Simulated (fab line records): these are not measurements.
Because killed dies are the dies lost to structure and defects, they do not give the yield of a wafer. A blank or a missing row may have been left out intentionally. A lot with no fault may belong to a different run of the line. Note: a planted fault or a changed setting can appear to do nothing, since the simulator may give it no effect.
Matching of chambers :: flow nand harc :: NHARC_A_STAIRCASE_DESCUM_186 on rie diel-09 has 4 sister chambers
The step chemistry O2, time 3 s. 4 wafers are shown with their chamber, then 8 later ones without.

== WAFERS WITH THEIR CHAMBER ==
wafer: L085.1
chamber: 3
showerhead plenum p Torr (Torr): 1.99

wafer: L088.1
chamber: 2
showerhead plenum p Torr (Torr): 1.84

wafer: L088.4
chamber: 1
showerhead plenum p Torr (Torr): 1.99

wafer: L090.1
chamber: 0
showerhead plenum p Torr (Torr): 1.87

== WAFERS WITH NO CHAMBER GIVEN ==
wafer: L090.4
showerhead plenum p Torr (Torr): 1.87

wafer: L090.6
showerhead plenum p Torr (Torr): 1.98

wafer: L093.1
showerhead plenum p Torr (Torr): 1.87

wafer: L093.2
showerhead plenum p Torr (Torr): 1.98

wafer: L093.5
showerhead plenum p Torr (Torr): 1.98

wafer: L097.2
showerhead plenum p Torr (Torr): 1.98

wafer: L097.4
showerhead plenum p Torr (Torr): 1.86

wafer: L097.6
showerhead plenum p Torr (Torr): 1.97

== WHICH CHAMBER EACH WENT THROUGH ==
wafer: L090.4
from the rows above: 0
in truth: 0

wafer: L090.6
from the rows above: can't be placed: 1 or 3
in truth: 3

wafer: L093.1
from the rows above: 0
in truth: 0

wafer: L093.2
from the rows above: can't be placed: 1 or 3
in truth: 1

wafer: L093.5
from the rows above: can't be placed: 1 or 3
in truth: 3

wafer: L097.2
from the rows above: can't be placed: 1 or 3
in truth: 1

wafer: L097.4
from the rows above: can't be placed: 0 or 2
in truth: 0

wafer: L097.6
from the rows above: can't be placed: 1 or 3
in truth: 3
Correct placement for 2 of the 8. Can't be placed from these rows: 6 (the true chamber is among the candidates in 6). Wrongly placed: 0.
How it was worked out, from the rows above alone: a wafer's distance from a chamber is the root of the sum, over the readings, of the square of ((its reading less the chamber's mean) divided by the reading's scatter). If the next closest chamber is less than 2 further off than the closest, the wafer can't be placed; otherwise it belongs to the closest. A chamber's mean is the mean of its shown wafers. The scatter: root of mean squared gap, hidden wafer to nearest shown wafer, with one shown wafer a chamber.
